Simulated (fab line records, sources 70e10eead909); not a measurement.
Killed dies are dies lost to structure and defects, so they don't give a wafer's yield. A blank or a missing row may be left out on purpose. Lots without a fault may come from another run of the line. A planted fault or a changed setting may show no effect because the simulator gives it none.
fab line records | flow nand_harc
record lots=12 wafers=36 last_day=34
route steps=1302 shown P_M2@333 P_BONDPAD@353 END@1302
lots that met no fault: from a run of the same line without faults
start_h: hours from the record's first day to the start of the lot's first wafer shown | wait_h: hours since the lot's step before | " the same as in the row above | L1.1+2: a row that stands for several wafers | - no value, or no start given | * or withheld: withheld | < > ~ a bound
route shown NAME@n: a module of which the file shows steps, and the number in the route of the first | usual: mean/standard deviation of fault-free wafers | same: alike in all rows | chamber/n: place in a boat | sites: the reading at each site | _std_site: their standard deviation | _edge_site: outer sites' mean less inner sites' | radius_mm: how far each site lies from the wafer's centre | mask NAME#n: copy n | behind: the tool/chamber that last shaped the wafer | hold: why the lot was held/for how many hours/how that ended | device: the transistor (n, p or np) that didn't switch | end of line: the same wafers' tests at the end of the route | a step without rows: its recipe alone | killed: dies lost to structure and defects at the first sort, not the wafer's yield | map: a wafer's dies, x killed, . not, _ none there
set.NAME: the setting as run; set.NAME@STEP: as run at that earlier step | model.NAME: the simulator's own value behind a step, which no gauge read
steps of the route over a sample of lots; a table a step, a row a wafer
services: from which hour (start_h, from the record's first day; less than 0 if before it) a tool's chamber was out of use, for how many hours, and why
## steps
# step NHARC_P_M2_ETCH_15
# recipe target_depth_a=1825 time_s=91.2 c4f8_flow_sccm=withheld ar_flow_sccm=400 rf_w=600 bias_w=300 chemistry=C4F8/Ar
# usual oes_product_au=0.946/0.025 rf_vpp_V=440.6/3 run_length_s=112.5/0.54
# same time_s=91.2
# columns lot.wafer tool chamber start_h wait_h oes_product_au rf_hours_counter_h rf_vpp_V run_length_s
L198.3 rie_diel-08 0 - - 0.928 7.2 445.1 112.5
L198.4 " 1 " " 0.913 6.8 439.4 112.6
L198.2 " 2 " " 0.936 7.6 437.5 112.2
L201.3 rie_diel-11 3 - - 0.960 3.1 438.4 112.8
L201.2 " 0 " " 0.959 2.5 440.4 112.9
L201.6 " 2 " " 0.987 - 437.4 112.1
L202.1 rie_diel-04 0 - - 0.918 6.3 438.6 113.1
L202.4 " 2 " " 0.912 8.7 443.0 112.2
L202.5 " 0 " " 0.918 - 438.8 113.6
L203.4 rie_diel-11 2 - - 0.936 5.4 437.9 112.0
L203.1 " 3 " " 0.933 5.4 438.6 113.1
L203.6 " 0 " " 0.930 - 440.3 113.0
L206.1 rie_diel-11 0 - - 0.927 6.0 439.7 112.9
L206.6 " 2 " " 0.929 - 437.4 112.0
L206.5 " 3 " " 0.930 - 440.3 113.3
L207.3 rie_diel-11 2 - - 0.975 7.5 438.5 111.9
L207.4 " 3 " " 0.984 7.8 440.7 112.8
L207.6 " 1 " " 0.964 - 446.9 111.7
L209.3 rie_diel-11 0 - - 0.917 8.0 440.2 113.7
L209.5 " 2 " " 0.936 - 437.5 112.0
L209.6 " 3 " " 0.931 - 439.6 112.8
L211.2 rie_diel-04 0 - - 0.920 4.1 438.8 113.5
L211.6 " 3 " " 0.920 - 442.8 112.8
L211.5 " 0 " " 0.923 - 436.4 113.4
L212.2 rie_diel-11 0 - - 0.963 0.8 438.4 113.5
L212.3 " 1 " " 0.968 1.3 445.1 112.0
L212.5 " 1 " " 0.956 - 444.3 112.5
L217.1 rie_diel-04 3 - - 0.919 6.7 442.2 112.6
L217.2 " 0 " " 0.929 6.9 437.7 113.4
L217.4 " 1 " " 0.912 5.9 439.1 112.6
L220.4 rie_diel-11 2 - - 0.930 3.8 437.9 112.5
L220.2 " 3 " " 0.929 4.5 437.9 112.8
L220.6 " 1 " " 0.923 - 446.3 111.7
L221.2 rie_diel-08 2 - - 0.929 10.0 437.5 112.5
L221.4 " 0 " " 0.915 11.0 444.7 112.3
L221.6 " 2 " " 0.921 - 438.3 112.3
# step NHARC_P_BONDPAD_THK_MEAS_33
# recipe thk_meas_gauge=ellipsometry
# usual thk_nm=199.9/1.3
# columns lot.wafer tool chamber start_h wait_h thk_nm
L198.2 film_metro-01 - 147.81 0.2 202.1
L198.3 " - " " 197.1
L198.4 " - " " 199.1
L201.2 film_metro-02 - 159.50 0.2 202.9
L201.3 " - " " 199.7
L201.6 " - " " 200.7
L202.1 film_metro-02 - 172.80 0.2 201.0
L202.4 " - " " 198.0
L202.5 " - " " 198.9
L203.1 film_metro-02 - 191.34 0.1 199.9
L203.4 " - " " 199.1
L203.6 " - " " 198.6
L206.1 film_metro-01 - 210.28 0.2 199.4
L206.5 " - " " 199.8
L206.6 " - " " 200.3
L207.3 film_metro-02 - 222.48 0.2 199.6
L207.4 " - " " 202.0
L207.6 " - " " 201.5
L209.3 film_metro-02 - 245.89 0.2 201.2
L209.5 " - " " 203.5
L209.6 " - " " 200.8
L211.2 film_metro-01 - 277.23 0.2 199.0
L211.5 " - " " 199.2
L211.6 " - " " 200.7
L212.2 film_metro-01 - 278.05 0.2 201.0
L212.3 " - " " 200.2
L212.5 " - " " 200.5
L217.1 film_metro-02 - 323.18 0.2 198.9
L217.2 " - " " 198.3
L217.4 " - " " 198.9
L220.2 film_metro-02 - 346.70 0.2 201.7
L220.4 " - " " 198.7
L220.6 " - " " 200.4
L221.2 film_metro-01 - 362.30 0.2 202.1
L221.4 " - " " 201.7
L221.6 " - " " 201.0
# step NHARC_P_BONDPAD_ETCH_24
# recipe target_depth_a=300 over_etch_frac=0.3 time_s=72.99 ion_energy_ev=150 cf4_flow_sccm=50 n2_flow_sccm=100 ar_flow_sccm=150 rf_w=300 bias_w=100 chemistry=CF4/N2
# usual drypump_motor_current_A=5.9/0.57 oes_product_au=1.000/0.0077 rf_vpp_V=314.9/2.1 run_length_s=94.4/0.39 showerhead_plenum_p_Torr=2.66/0.11 throttle_valve_pct=19.794/0.0093
# columns lot.wafer tool chamber start_h wait_h drypump_motor_current_A oes_product_au rf_hours_counter_h rf_vpp_V run_length_s showerhead_plenum_p_Torr throttle_valve_pct
L198.2 rie_diel-10 2 149.00 - 5.3 1.000 2.6 312.2 94.9 2.50 19.791
L198.3 " 3 " " 4.7 1.000 5.3 311.5 94.5 2.50 19.795
L198.4 " 1 " " 6.0 0.997 5.7 313.3 94.2 2.59 19.774
L201.2 rie_diel-09 0 160.82 - 6.5 0.995 0.2 314.8 94.5 2.64 19.794
L201.3 " 2 " " 6.3 0.996 0.2 316.6 94.4 2.83 19.785
L201.6 " 3 " " 6.0 1.014 - 313.9 93.8 2.61 19.799
L202.4 rie_diel-10 2 174.00 - 5.3 0.999 3.8 311.3 94.9 2.50 19.805
L202.1 " 3 " " 4.7 0.997 6.4 311.5 94.2 2.49 19.797
L202.5 " 2 " " 5.3 1.002 - 311.0 95.2 2.50 19.817
L203.1 rie_diel-09 1 192.67 - 6.4 1.007 1.0 316.7 94.4 2.78 19.812
L203.4 " 2 " " 6.3 1.008 1.0 316.8 94.6 2.83 19.792
L203.6 " 0 " " 6.5 0.998 - 313.8 94.4 2.64 19.791
L206.1 rie_diel-10 2 211.66 - 5.3 1.005 5.3 312.8 95.1 2.50 19.790
L206.5 " 0 " " 6.2 1.002 - 317.1 93.9 2.75 19.795
L206.6 " 1 " " 6.0 0.998 - 314.5 94.3 2.59 19.808
L207.3 rie_diel-09 2 223.84 0.1 6.3 1.006 2.6 318.3 95.0 2.83 19.812
L207.4 " 1 " " 6.4 0.994 - 316.6 94.0 2.78 19.802
L207.6 " 3 " " 6.1 1.007 - 313.5 94.2 2.61 19.795
L209.3 rie_diel-09 3 247.25 0.2 6.1 1.015 3.7 313.0 93.9 2.61 19.805
L209.6 " 2 " " 6.3 1.002 - 317.8 94.7 2.83 19.797
L209.5 " 1 " " 6.4 1.007 - 317.1 94.4 2.78 19.811
L211.2 rie_diel-06 0 278.46 - 4.7 0.999 6.5 312.5 94.6 2.57 19.771
L211.5 " 3 " " 6.0 1.005 - 315.8 93.9 2.72 19.803
L211.6 " 0 " " 4.7 0.994 - 313.3 94.9 2.57 19.790
L212.2 rie_diel-09 1 279.40 - 6.4 0.994 4.8 315.5 76.0 2.78 19.795
L212.3 " 0 " " 6.5 0.993 2.4 315.3 76.5 2.63 19.779
L212.5 " 1 " " 6.4 0.992 - 317.4 75.7 2.78 19.784
L217.4 rie_diel-06 3 324.50 - 6.0 1.001 0.1 317.4 94.0 2.72 19.789
L217.2 " 0 " " 4.7 0.993 0.1 314.5 94.9 2.57 19.797
L217.1 " 1 " " 6.1 1.001 0.1 314.7 93.7 2.67 19.802
L220.2 rie_diel-06 3 347.95 0.1 6.0 0.995 1.6 314.9 94.1 2.72 19.789
L220.4 " 0 " " 4.7 0.984 - 313.1 94.4 2.57 19.807
L220.6 " 2 " " 5.8 0.994 - 315.8 94.4 2.69 19.785
L221.2 rie_diel-09 1 363.63 0.1 6.4 1.016 1.5 317.2 93.9 2.78 19.774
L221.6 " 0 " " 6.5 1.006 - 312.9 94.6 2.63 19.788
L221.4 " 1 " " 6.4 1.010 - 315.4 93.9 2.78 19.780
# step NHARC_P_BONDPAD_INSPECT_23
# usual raw_defect_count=315/93
# columns lot.wafer tool chamber start_h wait_h raw_defect_count
L198.2 defect_inspect-01 - 151.02 0.0 526
L198.3 " - " " 345
L198.4 " - " " 259
L201.2 defect_inspect-02 - 162.84 0.0 397
L201.3 " - " " 251
L201.6 " - " " 399
L202.1 defect_inspect-02 - 176.00 0.0 346
L202.4 " - " " 291
L202.5 " - " " 425
L203.1 defect_inspect-01 - 194.66 0.0 388
L203.4 " - " " 459
L203.6 " - " " 262
L206.1 defect_inspect-02 - 213.75 0.0 371
L206.5 " - " " 223
L206.6 " - " " 325
L207.3 defect_inspect-02 - 225.94 0.0 377
L207.4 " - " " 409
L207.6 " - " " 342
L209.3 defect_inspect-02 - 249.34 0.0 307
L209.5 " - " " 370
L209.6 " - " " 216
L211.2 defect_inspect-01 - 280.51 0.1 295
L211.5 " - " " 265
L211.6 " - " " 303
L212.2 defect_inspect-01 - 281.46 0.0 264
L212.3 " - " " 167
L212.5 " - " " 241
L217.1 defect_inspect-01 - 326.54 0.0 188
L217.2 " - " " 405
L217.4 " - " " 137
L220.2 defect_inspect-01 - 350.49 0.0 303
L220.4 " - " " 300
L220.6 " - " " 279
L221.2 defect_inspect-01 - 365.67 0.0 224
L221.4 " - " " 255
L221.6 " - " " 253
# step NHARC_END_SORT_01
# recipe temp_c=25
# usual defect_limited_yield=91/3.1 killed_at_array=56/21 killed_at_other=1.2/1.6 killed_at_periphery=3.7/2.5 killed_dies=61/21 killed_open=3.1/1.8 killed_short=2.8/1.7
# same gross_dies=677
# columns lot.wafer tool chamber start_h wait_h defect_limited_yield[%] killed_at_array killed_at_other killed_at_periphery killed_dies killed_open killed_short
L217.1 prober-02 0 738.75 2.5 92 53 0 0 53 0 1
L217.2 prober-02 0 739.55 2.8 92 51 1 4 56 4 6
L217.4 prober-02 0 741.15 3.4 92 50 0 3 53 4 4
# killed by level:class
L217.1 A_CHANNEL_HOLE_D2:chamber_film_flake=22 A_CHANNEL_HOLE_D1:chamber_film_flake=10 A_SLIT:chamber_film_flake=7 A_STAIRCASE:chamber_film_flake=5 A_ZERO_WELL:chamber_film_flake=2 A_CHANNEL_FILL_D1:chamber_film_flake=2 A_CONTACT:chamber_film_flake=2 A_SGD_CUT:geometric_particle:short=1
L217.2 A_CHANNEL_HOLE_D2:chamber_film_flake=20 A_STAIRCASE:chamber_film_flake=6 A_CHANNEL_HOLE_D1:chamber_film_flake=5 A_SLIT:chamber_film_flake=5 A_CONTACT:chamber_film_flake=5 A_BLC:geometric_particle:open=2 A_CHANNEL_FILL_D1:chamber_film_flake=2 P_CONTACT:geometric_particle:short=1
L217.4 A_CHANNEL_HOLE_D2:chamber_film_flake=21 A_CHANNEL_HOLE_D1:chamber_film_flake=9 A_STAIRCASE:chamber_film_flake=7 A_WL_FILL:geometric_particle:short=3 P_BONDPAD:chamber_film_flake=2 A_SLIT:chamber_film_flake=2 P_STI:geometric_particle:open=1 A_SOURCE_PLATE:geometric_particle:open=1
## services
# columns tool chamber start_h hours kind
rie_diel-06 - 130.20 9.0 pm
rie_diel-10 2 131.49 5.3 repair
rie_diel-09 - 143.10 9.0 pm
rie_diel-04 - 164.10 0.3 repair
rie_diel-06 2 166.11 20.1 repair
rie_diel-10 1 167.67 4.5 repair
rie_diel-10 1 174.66 4.0 repair
rie_diel-04 - 177.90 9.0 pm
rie_diel-06 1 185.32 13.0 repair
rie_diel-04 0 206.37 1.6 repair
rie_diel-09 0 217.26 57.8 repair
rie_diel-04 3 218.29 5.2 repair
rie_diel-04 - 231.93 2.4 repair
rie_diel-10 - 242.50 9.0 pm
rie_diel-11 0 254.83 8.0 repair
rie_diel-11 - 255.50 9.0 pm
rie_diel-11 0 265.06 3.6 repair
rie_diel-09 2 271.92 3.1 repair
rie_diel-11 - 278.75 0.5 repair
rie_diel-09 3 285.98 3.9 repair
rie_diel-11 2 314.03 7.1 repair
rie_diel-09 - 320.10 9.0 pm
rie_diel-09 2 358.30 4.7 repair
rie_diel-09 3 362.89 3.5 repair
## key
first_sign step=NHARC_P_BONDPAD_ETCH_24 reading=run_length_s direction=down sigmas=46 usual=* struck=*
effect none on later readings
met_at NHARC_P_BONDPAD_ETCH_24
struck_lots L212
not_acting_at NHARC_P_M2_ETCH_15,NHARC_P_BONDPAD_THK_MEAS_33,NHARC_P_BONDPAD_INSPECT_23
onset_between 247.25 279.40
fault kind=process_parameter_drift tool=rie_diel-09 chamber=- onset_h=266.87 steps=NHARC_P_BONDPAD_ETCH_24 channel=time_s offset=* shape=step end_h=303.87 acts_in=* stated=*
